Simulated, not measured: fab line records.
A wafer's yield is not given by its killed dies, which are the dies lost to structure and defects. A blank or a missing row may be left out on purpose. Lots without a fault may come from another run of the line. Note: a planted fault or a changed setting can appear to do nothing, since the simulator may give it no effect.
fab line records    flow nand_harc
record lots=6  wafers=18  last_day=32
route steps=1302 shown A_SOURCE_PLATE@414 A_ONON_D1@424 END@1302
lots that met no fault: taken from a fault-free run of the same line
start_h: hours from the record's first day to the start of the lot's first wafer shown    wait_h: hours elapsed since this lot's preceding step    " identical to the entry in the row above    L1.1+2: several wafers, shown together as one row    - value missing, or start not given    * or withheld: withheld    < > ~ a bound
route shown NAME@n: names a module that has steps shown in the file, with the first one's number in the route    usual: the fault-free wafers' mean and standard deviation    same: alike in all rows    chamber/n: place in a boat    sites: each site's reading    _std_site: the standard deviation of these    _edge_site: mean of outer sites minus mean of inner sites    radius_mm: for every site, how far away it sits from the centre of the wafer    mask NAME#n: copy n    behind: the most recent tool/chamber to have shaped the wafer    hold: why the lot went on hold/how many hours it stayed there/how the hold came to an end    device: whichever transistor did not switch (one of n, p or np)    end of line: the tests these same wafers got at the end of their route    for a step that has no rows: nothing shown but its recipe    killed: dies lost to structure and defects at the first sort, not the wafer's yield    map: the dies of a wafer, with x for killed, . for not killed, _ for no die there
set.NAME: the run value of the setting; set.NAME@STEP: its run value at that earlier step    model.NAME: the simulator's own value behind a step, which no gauge read
lots seen at some steps along the route; tables by step, rows by wafer
services: a tool's chamber out of use, with start hour (start_h, from the record's first day; less than 0 if before it), hours out, and reason
## steps
# step NHARC_A_SOURCE_PLATE_SRD_01
# step NHARC_A_SOURCE_PLATE_OXIDE_02
# recipe target_thk_a=100  temp_c=900  ox_time_s=1362  material=SiO2
# step NHARC_A_SOURCE_PLATE_THK_MEAS_09
# recipe thk_meas_gauge=ellipsometry
# usual thk_nm=9.9/0.93
lot.wafer  tool           chamber  start_h  wait_h  thk_nm
L359.2     film_metro-01  -        157.88   0.4     9.6
L359.3     "              -        "        "       11.3
L359.5     "              -        "        "       10.0
L364.4     film_metro-02  -        195.21   0.4     9.7
L364.5     "              -        "        "       8.2
L364.6     "              -        "        "       11.0
L367.3     film_metro-01  -        222.79   0.4     9.9
L367.4     "              -        "        "       9.4
L367.6     "              -        "        "       9.3
L368.1     film_metro-01  -        246.66   0.4     10.9
L368.3     "              -        "        "       9.6
L368.6     "              -        "        "       9.0
L374.2     film_metro-02  -        306.66   0.4     11.3
L374.4     "              -        "        "       9.8
L374.5     "              -        "        "       11.1
L379.2     film_metro-02  -        362.45   0.4     11.4
L379.5     "              -        "        "       9.7
L379.6     "              -        "        "       10.7
# step NHARC_A_SOURCE_PLATE_PVD_04
# recipe target_thk_a=500  material=WSi2
# step NHARC_A_SOURCE_PLATE_CVD_03
# recipe target_thk_a=2000  temp_c=620  pressure_mtorr=200  time_s=4000  material=poly-Si
# step NHARC_A_SOURCE_PLATE_ANNEAL_05
# recipe temp_c=850  time_s=1800
# step NHARC_A_SOURCE_PLATE_THK_MEAS_06
# recipe thk_meas_gauge=ellipsometry
# usual thk_nm=199.9/2.8
lot.wafer  tool           chamber  start_h  wait_h  thk_nm
L359.2     film_metro-01  -        170.95   0.4     204.5
L359.3     "              -        "        "       204.9
L359.5     "              -        "        "       204.9
L364.4     film_metro-01  -        209.00   0.4     200.7
L364.5     "              -        "        "       198.9
L364.6     "              -        "        "       200.3
L367.3     film_metro-02  -        235.41   0.4     205.7
L367.4     "              -        "        "       205.2
L367.6     "              -        "        "       207.0
L368.1     film_metro-01  -        259.42   0.4     201.8
L368.3     "              -        "        "       202.3
L368.6     "              -        "        "       198.6
L374.2     film_metro-01  -        319.65   0.4     201.9
L374.4     "              -        "        "       202.2
L374.5     "              -        "        "       204.8
L379.2     film_metro-01  -        375.38   0.4     198.4
L379.5     "              -        "        "       199.1
L379.6     "              -        "        "       196.3
# step NHARC_A_SOURCE_PLATE_INSPECT_08
# usual raw_defect_count=61/28
lot.wafer  tool               chamber  start_h  wait_h  raw_defect_count
L359.2     defect_inspect-02  -        171.05   0.0     32
L359.3     "                  -        "        "       31
L359.5     "                  -        "        "       46
L364.4     defect_inspect-02  -        209.06   0.0     38
L364.5     "                  -        "        "       41
L364.6     "                  -        "        "       35
L367.3     defect_inspect-02  -        235.47   0.0     27
L367.4     "                  -        "        "       42
L367.6     "                  -        "        "       33
L368.1     defect_inspect-02  -        259.49   0.0     58
L368.3     "                  -        "        "       65
L368.6     "                  -        "        "       43
L374.2     defect_inspect-02  -        319.72   0.0     47
L374.4     "                  -        "        "       34
L374.5     "                  -        "        "       110
L379.2     defect_inspect-02  -        375.45   0.0     34
L379.5     "                  -        "        "       31
L379.6     "                  -        "        "       42
# step NHARC_A_ONON_D1_DEP_00
# recipe target_thk_a=10000  n2_flow_sccm=2750  n2o_flow_sccm=2000  nh3_flow_sccm=500  sih4_flow_sccm=210  temp_c=400
# step NHARC_A_ONON_D1_THK_MEAS_02
# recipe thk_meas_gauge=ellipsometry
# usual thk_nm=1002/8.7
lot.wafer  tool           chamber  start_h  wait_h  thk_nm
L359.2     film_metro-02  -        171.63   -       989
L359.3     "              -        "        "       989
L359.5     "              -        "        "       989
L364.4     film_metro-02  -        209.65   -       1014
L364.5     "              -        "        "       1012
L364.6     "              -        "        "       1013
L367.3     film_metro-02  -        236.05   -       977
L367.4     "              -        "        "       979
L367.6     "              -        "        "       979
L368.1     film_metro-01  -        260.06   -       1014
L368.3     "              -        "        "       1013
L368.6     "              -        "        "       1015
L374.2     film_metro-02  -        320.29   -       1011
L374.4     "              -        "        "       1013
L374.5     "              -        "        "       1014
L379.2     film_metro-01  -        376.03   -       1002
L379.5     "              -        "        "       1003
L379.6     "              -        "        "       1002
# step NHARC_A_ONON_D1_DEP_03
# recipe target_thk_a=10000  n2_flow_sccm=2750  n2o_flow_sccm=2000  nh3_flow_sccm=500  sih4_flow_sccm=210  temp_c=400
# usual n2o_flow_sccm=2000/6.3  nh3_flow_sccm=499.8/1.7
lot.wafer  tool           chamber  start_h  wait_h  n2o_flow_sccm  nh3_flow_sccm
L359.2     pecvd_onon-03  0        171.74   0.1     2000           502.0
L359.3     "              0        "        "       2004           501.8
L359.5     "              0        "        "       1999           500.2
L364.4     pecvd_onon-02  0        209.87   0.2     1992           502.2
L364.5     "              0        "        "       1992           497.3
L364.6     "              0        "        "       1996           500.5
L367.3     pecvd_onon-02  0        236.22   0.2     1985           495.9
L367.4     "              0        "        "       1999           497.6
L367.6     "              0        "        "       1996           499.8
L368.1     pecvd_onon-02  0        260.12   0.1     2005           499.6
L368.3     "              0        "        "       2003           501.1
L368.6     "              0        "        "       1997           498.1
L374.2     pecvd_onon-01  0        320.40   0.1     1999           497.9
L374.4     "              0        "        "       2003           498.0
L374.5     "              0        "        "       1995           496.6
L379.2     pecvd_onon-01  0        376.27   0.2     2005           500.9
L379.5     "              0        "        "       1997           499.8
L379.6     "              0        "        "       1997           499.8
# step NHARC_A_ONON_D1_THK_MEAS_05
# recipe thk_meas_gauge=ellipsometry
# usual thk_nm=998/13
lot.wafer  tool           chamber  start_h  wait_h  thk_nm
L359.2     film_metro-01  -        172.19   -       998
L359.3     "              -        "        "       1000
L359.5     "              -        "        "       1000
L364.4     film_metro-01  -        210.21   -       985
L364.5     "              -        "        "       984
L364.6     "              -        "        "       984
L367.3     film_metro-01  -        236.61   -       1525
L367.4     "              -        "        "       1525
L367.6     "              -        "        "       1526
L368.1     film_metro-01  -        260.63   -       1522
L368.3     "              -        "        "       1521
L368.6     "              -        "        "       1522
L374.2     film_metro-02  -        320.85   -       1003
L374.4     "              -        "        "       1003
L374.5     "              -        "        "       1003
L379.2     film_metro-01  -        376.73   -       993
L379.5     "              -        "        "       992
L379.6     "              -        "        "       994
# step NHARC_A_ONON_D1_DEP_06
# recipe target_thk_a=10000  n2_flow_sccm=2750  n2o_flow_sccm=2000  nh3_flow_sccm=500  sih4_flow_sccm=210  temp_c=400
# step NHARC_END_SORT_01
# recipe temp_c=25
# usual killed_at_array=61/24  killed_at_other=1.2/1.3  killed_at_periphery=3.7/2.6  killed_dies=66/23  killed_open=3.3/1.8  killed_short=2.4/1.6
# same gross_dies=677
lot.wafer  tool       chamber  start_h  wait_h  killed_at_array  killed_at_other  killed_at_periphery  killed_dies  killed_open  killed_short
L367.3     prober-01  0        623.65   3.1     677              0                0                    677          1            2
L367.4     prober-01  0        624.45   3.4     673              1                3                    677          2            1
L367.6     prober-01  0        626.04   4.0     672              1                4                    677          7            2
L368.1     prober-01  0        656.48   2.5     674              3                0                    677          4            2
L368.3     prober-01  0        658.08   3.1     677              0                0                    677          5            1
L368.6     prober-01  0        660.47   4.0     674              3                0                    677          2            3
L374.2     prober-02  0        710.39   2.8     77               0                6                    83           2            4
L374.4     prober-02  0        712.00   3.4     76               0                1                    77           2            2
# killed by level:class
L367.3 A_ONON_D1:area_dep=565 A_CHANNEL_HOLE_D1:chamber_film_flake=34 A_SLIT:chamber_film_flake=34 A_CHANNEL_HOLE_D2:chamber_film_flake=33 A_STAIRCASE:chamber_film_flake=4 A_CONTACT:chamber_film_flake=4 A_CHANNEL_FILL_D1:geometric_particle:short=1 A_CHANNEL_FILL_D2:geometric_particle:short=1
L367.4 A_ONON_D1:area_dep=575 A_CHANNEL_HOLE_D2:chamber_film_flake=32 A_CHANNEL_HOLE_D1:chamber_film_flake=29 A_SLIT:chamber_film_flake=25 A_CONTACT:chamber_film_flake=4 P_BONDPAD:chamber_film_flake=2 A_STAIRCASE:chamber_film_flake=2 A_WL_FILL:chamber_film_flake=2
L367.6 A_ONON_D1:area_dep=567 A_SLIT:chamber_film_flake=32 A_CHANNEL_HOLE_D2:chamber_film_flake=30 A_CHANNEL_HOLE_D1:chamber_film_flake=28 A_WL_FILL:chamber_film_flake=4 A_CONTACT:chamber_film_flake=2 P_CONTACT:geometric_particle:open=1 P_M1:geometric_particle:open=1
L368.1 A_ONON_D1:area_dep=620 A_SLIT:chamber_film_flake=25 A_CHANNEL_HOLE_D2:chamber_film_flake=16 THIN_TSV:chamber_film_flake=3 A_CHANNEL_HOLE_D1:chamber_film_flake=2 A_STAIRCASE:chamber_film_flake=2 A_SOURCE_PLATE:geometric_particle:open=1 A_SOURCE_PLATE:geometric_particle:short=1
L368.3 A_ONON_D1:area_dep=610 A_SLIT:chamber_film_flake=32 A_CHANNEL_HOLE_D2:chamber_film_flake=18 A_CHANNEL_HOLE_D1:chamber_film_flake=7 A_CONTACT:chamber_film_flake=3 A_ONON_D2:geometric_particle:open=2 A_SOURCE_PLATE:geometric_particle:open=1 A_ONON_D2:geometric_particle:short=1
L368.6 A_ONON_D1:area_dep=624 A_SLIT:chamber_film_flake=25 A_CHANNEL_HOLE_D2:chamber_film_flake=14 THIN_TSV:chamber_film_flake=3 A_CHANNEL_FILL_D2:geometric_particle:short=2 A_STAIRCASE:chamber_film_flake=2 A_ONON_D2:geometric_particle:short=1 A_CHANNEL_FILL_D2:geometric_particle:open=1
L374.2 A_CHANNEL_HOLE_D1:chamber_film_flake=31 A_CHANNEL_HOLE_D2:chamber_film_flake=22 A_CONTACT:chamber_film_flake=12 A_ONON_D1:geometric_particle:short=2 A_CHANNEL_FILL_D2:geometric_particle:open=2 P_ZERO_WELL:chamber_film_flake=2 P_GATE:chamber_film_flake=2 A_SLIT:chamber_film_flake=2
L374.4 A_CHANNEL_HOLE_D1:chamber_film_flake=36 A_CHANNEL_HOLE_D2:chamber_film_flake=23 A_CONTACT:chamber_film_flake=7 A_SLIT:chamber_film_flake=3 A_STAIRCASE:chamber_film_flake=2 A_CHANNEL_FILL_D1:geometric_particle:short=1 A_ONON_D2:geometric_particle:open=1 A_CHANNEL_HOLE_D2:geometric_particle:short=1
# map L367.3 (x killed, . not)
____________x____________
_________xxxxxxx_________
_______xxxxxxxxxxx_______
______xxxxxxxxxxxxx______
_____xxxxxxxxxxxxxxx_____
____xxxxxxxxxxxxxxxxx____
____xxxxxxxxxxxxxxxxx____
___xxxxxxxxxxxxxxxxxxx___
___xxxxxxxxxxxxxxxxxxx___
__xxxxxxxxxxxxxxxxxxxxx__
__xxxxxxxxxxxxxxxxxxxxx__
_xxxxxxxxxxxxxxxxxxxxxxx_
_xxxxxxxxxxxxxxxxxxxxxxx_
_xxxxxxxxxxxxxxxxxxxxxxx_
_xxxxxxxxxxxxxxxxxxxxxxx_
_xxxxxxxxxxxxxxxxxxxxxxx_
xxxxxxxxxxxxxxxxxxxxxxxxx
xxxxxxxxxxxxxxxxxxxxxxxxx
xxxxxxxxxxxxxxxxxxxxxxxxx
xxxxxxxxxxxxxxxxxxxxxxxxx
xxxxxxxxxxxxxxxxxxxxxxxxx
_xxxxxxxxxxxxxxxxxxxxxxx_
_xxxxxxxxxxxxxxxxxxxxxxx_
_xxxxxxxxxxxxxxxxxxxxxxx_
_xxxxxxxxxxxxxxxxxxxxxxx_
_xxxxxxxxxxxxxxxxxxxxxxx_
__xxxxxxxxxxxxxxxxxxxxx__
__xxxxxxxxxxxxxxxxxxxxx__
___xxxxxxxxxxxxxxxxxxx___
___xxxxxxxxxxxxxxxxxxx___
____xxxxxxxxxxxxxxxxx____
____xxxxxxxxxxxxxxxxx____
_____xxxxxxxxxxxxxxx_____
______xxxxxxxxxxxxx______
_______xxxxxxxxxxx_______
_________xxxxxxx_________
____________x____________
# map L368.1 (x killed, . not)
____________x____________
_________xxxxxxx_________
_______xxxxxxxxxxx_______
______xxxxxxxxxxxxx______
_____xxxxxxxxxxxxxxx_____
____xxxxxxxxxxxxxxxxx____
____xxxxxxxxxxxxxxxxx____
___xxxxxxxxxxxxxxxxxxx___
___xxxxxxxxxxxxxxxxxxx___
__xxxxxxxxxxxxxxxxxxxxx__
__xxxxxxxxxxxxxxxxxxxxx__
_xxxxxxxxxxxxxxxxxxxxxxx_
_xxxxxxxxxxxxxxxxxxxxxxx_
_xxxxxxxxxxxxxxxxxxxxxxx_
_xxxxxxxxxxxxxxxxxxxxxxx_
_xxxxxxxxxxxxxxxxxxxxxxx_
xxxxxxxxxxxxxxxxxxxxxxxxx
xxxxxxxxxxxxxxxxxxxxxxxxx
xxxxxxxxxxxxxxxxxxxxxxxxx
xxxxxxxxxxxxxxxxxxxxxxxxx
xxxxxxxxxxxxxxxxxxxxxxxxx
_xxxxxxxxxxxxxxxxxxxxxxx_
_xxxxxxxxxxxxxxxxxxxxxxx_
_xxxxxxxxxxxxxxxxxxxxxxx_
_xxxxxxxxxxxxxxxxxxxxxxx_
_xxxxxxxxxxxxxxxxxxxxxxx_
__xxxxxxxxxxxxxxxxxxxxx__
__xxxxxxxxxxxxxxxxxxxxx__
___xxxxxxxxxxxxxxxxxxx___
___xxxxxxxxxxxxxxxxxxx___
____xxxxxxxxxxxxxxxxx____
____xxxxxxxxxxxxxxxxx____
_____xxxxxxxxxxxxxxx_____
______xxxxxxxxxxxxx______
_______xxxxxxxxxxx_______
_________xxxxxxx_________
____________x____________
## services
tool           chamber  start_h  hours  kind
pecvd_onon-02  -        185.14   13.0   pm
pecvd_onon-03  -        217.45   0.2    repair
pecvd_onon-03  -        227.42   13.0   pm
pecvd_onon-01  -        269.00   13.0   pm
pecvd_onon-02  -        366.14   13.0   pm
## key
first_sign step=NHARC_A_ONON_D1_THK_MEAS_05  reading=thk_nm  direction=up  sigmas=41  usual=998  struck=1523
effect step=NHARC_END_SORT_01  reading=killed_dies  direction=up  sigmas=27  usual=66  struck=677
more_kills_born_at NHARC_A_ONON_D1_DEP_03@pecvd_onon-02=3561
met_at NHARC_A_ONON_D1_DEP_03
struck_wafers L367.3,L367.4,L367.6,L368.1,L368.3,L368.6
later_rows_left_out L367.3,L367.4,L367.6,L368.1,L368.3,L368.6
tester_left_out L367,L368
onset_between 209.87 236.22
fault kind=process_parameter_drift  tool=pecvd_onon-02  chamber=0  onset_h=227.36  steps=NHARC_A_ONON_D1_DEP_03  channel=target_thk_a  offset=*  shape=step  end_h=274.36  acts_in=*  stated=*
# tester_left_out: of these lots the tester's yield and bins aren't shown, on N5 and GAA mostly nor the transistor test; their killed dies are dies lost to structure and defects alone, not to doping, threshold or leakage, so they don't give the yield
# later_rows_left_out: the simulator's readings of these wafers behind a module that went badly wrong aren't trusted and aren't shown, but for the sort
